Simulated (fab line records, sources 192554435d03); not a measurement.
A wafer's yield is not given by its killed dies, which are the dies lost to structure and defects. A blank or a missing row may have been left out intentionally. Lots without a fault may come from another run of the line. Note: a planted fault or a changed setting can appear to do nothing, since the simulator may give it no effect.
The tool behind it: which one? -- flow n5 finfet -- 24 lots, 72 wafers sampled, at 3 steps of a route of 1938

WHAT THE GAUGES SHOWED, per wafer
N5_BEOL_M10_CD_MEAS_28: the cd target is 70 nm. Usual: cd nm 69.6 nm, standard deviation 0.95.
lot,measured,on,cd nm (nm),flag
L074,day 10 20:33,cd sem-03,68.5 69.7 69.7,
L075,day 11 10:13,cd sem-02,69.1 70.2 69.2,
L076,day 11 17:17,cd sem-02,68.8 69.3 68.9,
L077,day 11 17:26,cd sem-03,68.2 68.3 68.1,
L078,day 11 21:38,cd sem-02,69.9 70.3 69.3,
L080,day 12 05:50,cd sem-02,70.4 70.0 70.5,
L081,day 12 14:07,cd sem-02,68.5 69.1 70.2,
L079,day 13 03:22,cd sem-03,67.4 67.2 68.3,
L082,day 13 07:08,cd sem-02,68.7 68.6 69.0,
L083,day 13 10:37,cd sem-02,69.3 69.2 68.9,
L084,day 13 19:18,cd sem-02,68.9 69.1 68.7,
L087,day 13 23:10,cd sem-02,70.4 70.2 70.1,
L088,day 14 13:20,cd sem-02,69.6 69.2 68.8,
L085,day 14 13:22,cd sem-02,70.3 71.1 70.9,
L089,day 14 21:52,cd sem-01,70.6 69.9 70.7,
L086,day 14 22:03,cd sem-01,70.0 69.6 70.4,
L091,day 15 00:19,cd sem-02,69.6 69.7 70.0,
L092,day 15 21:32,cd sem-02,69.6 69.0 68.7,
L095,day 15 21:34,cd sem-01,68.8 68.3 68.9,
L090,day 15 21:37,cd sem-03,69.8 70.4 71.0,
L093,day 16 00:35,cd sem-01,69.1 70.6 69.3,
L094,day 16 22:01,cd sem-03,70.6 71.4 72.2,
L096,day 17 06:22,cd sem-02,68.8 69.4 70.4,
L097,day 17 15:13,cd sem-02,70.5 70.5 70.5,

N5_BEOL_M10_INSPECT_30: inspects for defects (brightfield). Usual: raw defect count 419, standard deviation 85.
lot,measured,on,raw defect count,flag
L074,day 10 20:36,defect inspect-02,273 438 340,
L075,day 11 10:16,defect inspect-02,482 513 645,
L076,day 11 17:20,defect inspect-02,463 396 514,
L077,day 11 17:30,defect inspect-02,295 434 377,
L078,day 11 21:41,defect inspect-01,335 296 406,
L080,day 12 05:53,defect inspect-02,405 463 463,
L081,day 12 14:10,defect inspect-01,365 291 427,
L079,day 13 03:25,defect inspect-01,466 583 444,
L082,day 13 07:11,defect inspect-02,482 345 357,
L083,day 13 10:40,defect inspect-02,311 388 401,
L084,day 13 19:21,defect inspect-02,394 346 425,
L087,day 13 23:13,defect inspect-02,260 591 424,
L088,day 14 13:23,defect inspect-02,526 610 586,
L085,day 14 13:25,defect inspect-01,481 443 419,
L089,day 14 21:56,defect inspect-02,463 420 407,
L086,day 14 22:07,defect inspect-02,469 413 391,
L091,day 15 00:22,defect inspect-01,394 531 452,
L092,day 15 21:35,defect inspect-02,340 291 450,
L095,day 15 21:37,defect inspect-02,302 307 529,
L090,day 15 21:40,defect inspect-02,412 417 437,
L093,day 16 00:38,defect inspect-02,310 312 298,
L094,day 16 22:04,defect inspect-01,385 432 451,
L096,day 17 06:25,defect inspect-01,406 432 283,
L097,day 17 15:16,defect inspect-02,523 387 423,

N5_BEOL_M10_OCD_MEAS_38. Usual: trench depth nm 149.2 nm, standard deviation 1.4.
lot,measured,on,trench depth nm (nm),flag
L074,day 10 21:08,ocd-02,150.7 150.0 149.5,
L075,day 11 11:07,ocd-02,146.4 149.4 150.2,
L076,day 11 17:52,ocd-02,148.8 151.1 152.1,
L077,day 11 18:19,ocd-01,149.6 147.1 149.4,
L078,day 11 22:36,ocd-02,148.5 146.4 148.8,
L080,day 12 06:25,ocd-01,149.7 150.7 151.1,
L081,day 12 14:42,ocd-02,150.5 150.5 149.6,
L079,day 13 04:04,ocd-02,150.7 150.1 150.6,
L082,day 13 07:43,ocd-02,147.7 148.1 148.0,
L083,day 13 11:12,ocd-01,149.6 147.7 148.6,
L084,day 13 19:53,ocd-01,149.6 148.7 147.6,
L087,day 13 23:45,ocd-01,145.8 147.9 145.7,
L088,day 14 13:55,ocd-02,149.7 150.3 150.4,
L085,day 14 13:57,ocd-01,151.8 148.2 151.1,
L089,day 14 22:27,ocd-01,149.4 148.9 151.3,
L086,day 14 22:43,ocd-01,151.0 149.5 148.8,
L091,day 15 00:57,ocd-01,146.8 148.7 145.7,
L092,day 15 22:19,ocd-02,148.1 151.4 148.6,
L095,day 15 22:55,ocd-02,149.9 149.6 150.2,
L090,day 15 22:47,ocd-01,151.9 148.3 148.6,
L093,day 16 01:14,ocd-01,148.7 150.2 147.0,
L094,day 16 23:06,ocd-02,148.5 149.7 149.9,
L096,day 17 07:18,ocd-01,150.5 150.4 148.4,
L097,day 17 15:48,ocd-01,148.3 148.6 149.2,

WHAT TOOL EACH LOT RAN ON (gives the tool, then ch and the chambers of the sampled wafers, and finally the start)
The record holds no process step before these readings.

AS READ BY THE TOOLS THEMSELVES (means over the sampled wafers that have a number; for cases with no such wafer, the mark the record gives instead)
The record holds no such reading with a usual standard deviation.

THE ANSWER, worked out from the rows above alone
Rule: take the mean of a lot's wafers that have a number; if it is more than 3 standard deviations from the usual mean, the lot is off. Also off: a lot with no number at a reading for which 4 or more lots have one. Where the step has rows for the other lots, those lots are counted as sound. The gauges are gone through in route order, then the tools' own readings, and for those a lot's mean is taken as printed above. At the first step where some lot is off, the reading lying furthest off is the one used; lots without a number count as furthest.
No lot is off on any of the readings shown, so nothing can be concluded from this.

WHAT THE SIMULATOR HAD INSERTED
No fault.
